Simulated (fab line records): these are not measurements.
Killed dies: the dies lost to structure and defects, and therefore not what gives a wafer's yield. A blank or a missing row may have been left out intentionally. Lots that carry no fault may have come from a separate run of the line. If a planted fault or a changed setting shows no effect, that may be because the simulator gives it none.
Matching of chambers	flow n5_finfet	4 sister chambers for N5_HKMG_FIN_DESCUM_53 on rie_diel-01
The step chemistry O2, time 7.9 s. 4 wafers are shown with their chamber, then 8 later ones without.

== WAFERS PAIRED WITH THEIR CHAMBERS ==
wafer	chamber	showerhead_plenum_p_Torr (Torr)
L077.6	2	2.04
L083.1	0	2.04
L083.2	1	2.07
L084.2	3	2.24

== WAFERS WITHOUT THEIR CHAMBER ==
wafer	showerhead_plenum_p_Torr (Torr)
L084.4	2.07
L084.5	2.04
L087.3	2.24
L087.4	2.07
L087.5	2.04
L091.1	2.24
L091.2	2.03
L091.4	2.06

== THE CHAMBER EACH PASSED THROUGH ==
wafer	from the rows above	in truth
L084.4	1	1
L084.5	can't be placed: 0 or 2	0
L087.3	3	3
L087.4	1	1
L087.5	can't be placed: 0 or 2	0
L091.1	3	3
L091.2	can't be placed: 0 or 2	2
L091.4	1	1
Correct placement for 5 of the 8. Unplaceable from these rows: 3, with the true chamber sitting among the candidates in 3. Number placed wrongly: 0.
How it was worked out, from the rows above alone: a wafer's distance from a chamber is the root of the sum, over the readings, of the square of ((its reading less the chamber's mean) divided by the reading's scatter). If the next closest chamber is less than 2 further off than the closest, the wafer can't be placed; otherwise it belongs to the closest. For every chamber, the mean is computed from those of its wafers that are shown. The scatter: root of mean squared gap, hidden wafer to nearest shown wafer, with one shown wafer a chamber.
